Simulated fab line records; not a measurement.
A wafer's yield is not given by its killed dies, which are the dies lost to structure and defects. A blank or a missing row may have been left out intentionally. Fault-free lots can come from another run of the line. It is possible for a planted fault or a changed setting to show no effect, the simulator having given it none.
Struck lot and sound lot, side by side + flow n5-finfet + 14 out of 1938 route steps
Sound: wafers L145.4, L145.5, L145.6. Struck: wafers L142.3, L142.6. The cause is named last.
Order at every step that has rows: each side's tool, ch and its chambers, its first start. Under that, the readings that differ: sound wafers + struck wafers + difference of the means + sigmas: that difference in standard deviations of wafers without a fault.
alike: words and numbers the same on both sides, and readings whose means are apart by under 2 such deviations; not compared: readings that were withheld, readings missing a value for some wafer, numbers with overlapping values and no deviation given by the record, and bounds like >300 which may hide the same value.
Wherever a step has rows on one side only, a row that says differs or no value, or a row with sigmas, the two part there. Numbers that don't overlap but have no deviation are shown without sigmas and don't part them. A reading that every wafer of one side lacks parts them only if that side has two wafers or more.

first, 3 steps without rows for these wafers: N5_BEOL_M6_EXPOSE_25 (exposes mask V5, target cd 40 nm); N5_BEOL_M6_PEB_26 (peb time 60 s); N5_BEOL_M6_DEVELOP_27 (develop time 30 s).
N5_BEOL_M6_CD_MEAS_28: target cd 40 nm.
  sound on cd-sem-02 ch 0, day 13 17:50; struck on cd-sem-03 ch 0, day 12 21:45
| reading    | sound             | struck      | difference | sigmas |
|------------|-------------------|-------------|------------|--------|
| cd-nm (nm) | 39.58 39.70 39.85 | 40.11 40.62 | +0.65      | +3     |
N5_BEOL_M6_OVL_MEAS_29:
  sound on overlay-01 ch 0, day 13 17:53; struck on overlay-01 ch 0, day 12 21:47
| reading     | sound       | struck    | difference | sigmas |
|-------------|-------------|-----------|------------|--------|
| V5_OVL (nm) | 1.5 0.1 1.1 | -0.6 -0.2 | -1.3       | -2     |
N5_BEOL_M6_INSPECT_30: inspects for defects (brightfield).
  sound on defect-inspect-02, day 13 17:55; struck on defect-inspect-02, day 12 21:50
  alike: raw-defect-count
N5_BEOL_M6_DESCUM_33: chemistry O2, time 7 s.
  sound on rie-diel-03 ch 0,1,3, day 13 18:14; struck on rie-diel-01 ch 0,3, day 12 21:52
  alike: drypump-motor-current-A, oes-product-au, rf-vpp-V, showerhead-plenum-p-Torr, throttle-valve-pct
  not compared: rf-hours-counter-h
N5_BEOL_M6_ETCH_72: etches underlayer in N2/H2, target depth 6.5 nm, time 5.2 s.
  sound on rie-diel-03 ch 0,1,3, day 13 18:16; struck on rie-diel-01 ch 0,3, day 12 21:54
  alike: drypump-motor-current-A, etch-rf-on-time-s, oes-product-au, rf-vpp-V, showerhead-plenum-p-Torr, throttle-valve-pct
  not compared: rf-hours-counter-h
N5_BEOL_M6_ETCH_65: etches SiARC in CF4, target depth 15.6 nm, time 26 s.
  sound on rie-diel-03 ch 0,1,3, day 13 18:17; struck on rie-diel-01 ch 0,3, day 12 21:55
  alike: drypump-motor-current-A, etch-rf-on-time-s, oes-product-au, rf-vpp-V, showerhead-plenum-p-Torr, throttle-valve-pct
  not compared: rf-hours-counter-h
N5_BEOL_M6_ETCH_66: etches SOC in N2/H2, target depth 80 nm, overetch 16 nm, time 120 s.
  sound on rie-diel-03 ch 0,1,3, day 13 18:19; struck on rie-diel-01 ch 0,3, day 12 21:57
  alike: drypump-motor-current-A, oes-product-au, rf-vpp-V, showerhead-plenum-p-Torr, throttle-valve-pct
  not compared: rf-hours-counter-h
then, 2 steps without rows for these wafers: N5_BEOL_M6_STRIP_69 (strips in N2/H2); N5_BEOL_M6_STRIP_73 (strips in N2/H2).
N5_BEOL_M6_VIA_ETCH_34: etches SiCOH lowk in C4F6/O2, target depth 126.3 nm, time 50.9 s.
  sound on rie-diel-03 ch 0,1,3, day 13 18:25; struck on rie-diel-01 ch 0,3, day 12 22:03
| reading                                  | sound             | struck      | difference | sigmas |
|------------------------------------------|-------------------|-------------|------------|--------|
| oes-product-au (a.u.)                    | 0.73 0.87 0.85    | 0.66 0.63   | -0.17      | -2     |
| model.etch.depth-nm (nm)                 | 125.9 128.8 127.6 | 95.66 98.59 | -30.31     |        |
| model.SOC_of_BEOL_M6_COAT_63.thk-nm (nm) | 53.8 53.8 53.6    | 55.6 55.4   | +1.8       |        |
  alike: O2_flow_sccm, drypump-motor-current-A, rf-vpp-V, showerhead-plenum-p-Torr, throttle-valve-pct
  not compared: rf-hours-counter-h
then, 1 step without rows for these wafers: N5_BEOL_M6_STRIP_76 (strips in C4F6/O2).

## WHERE THEY PART
First at N5_BEOL_M6_CD_MEAS_28; last, within this record, at N5_BEOL_M6_VIA_ETCH_34.

WHY: what the simulator had put in
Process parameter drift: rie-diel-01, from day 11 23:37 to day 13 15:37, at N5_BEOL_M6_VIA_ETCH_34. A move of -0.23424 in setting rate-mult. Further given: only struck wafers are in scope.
